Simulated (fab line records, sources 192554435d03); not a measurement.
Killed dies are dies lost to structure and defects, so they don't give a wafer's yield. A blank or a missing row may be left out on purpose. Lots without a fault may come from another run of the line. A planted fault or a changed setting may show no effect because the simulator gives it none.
Chamber matching | flow n5_finfet | N5_FIN_CUT_CUT_ETCH_27 on rie_diel-04: 4 sister chambers
The step etches SiO2 in CHF3/O2, target depth 4 nm, overetch 2 nm, time 4.9 s. 8 wafers are shown with their chamber, then 9 later ones without.

WAFERS WITH THEIR CHAMBER
wafer  | chamber | showerhead_plenum_p_Torr (Torr) | throttle_valve_pct (%)
L085.1 | 3       | 2.31                            | 18.90
L085.5 | 1       | 2.35                            | 18.45
L089.1 | 3       | 2.30                            | 18.91
L089.2 | 0       | 2.48                            | 19.04
L089.5 | 2       | 2.49                            | 19.07
L090.3 | 1       | 2.35                            | 18.44
L090.5 | 0       | 2.48                            | 19.03
L090.6 | 2       | 2.49                            | 19.06

WAFERS WITHOUT THEIR CHAMBER
wafer  | showerhead_plenum_p_Torr (Torr) | throttle_valve_pct (%)
L093.1 | 2.30                            | 18.92
L093.3 | 2.34                            | 18.45
L093.6 | 2.34                            | 18.46
L094.2 | 2.48                            | 19.05
L094.3 | 2.34                            | 18.45
L094.5 | 2.48                            | 19.04
L097.1 | 2.30                            | 18.93
L097.2 | 2.34                            | 18.46
L097.3 | 2.48                            | 19.09

WHICH CHAMBER EACH WENT THROUGH
wafer  | from the rows above     | in truth
L093.1 | 3                       | 3
L093.3 | 1                       | 1
L093.6 | 1                       | 1
L094.2 | can't be placed: 0 or 2 | 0
L094.3 | 1                       | 1
L094.5 | 0                       | 0
L097.1 | 3                       | 3
L097.2 | 1                       | 1
L097.3 | 2                       | 2
Placed correctly: 8 of 9. Can't be placed from these rows: 1 (the true chamber is among the candidates in 1). Placed wrongly: 0.
How it was worked out, from the rows above alone: a wafer's distance from a chamber is the root of the sum, over the readings, of the square of ((its reading less the chamber's mean) divided by the reading's scatter). The wafer belongs to the nearest chamber; if the next one is less than 2 further off, it can't be placed. A chamber's mean is the mean of its shown wafers. The scatter: the root of (the sum of the squares of (reading less its chamber's mean) over the shown wafers, divided by (wafers less chambers)).
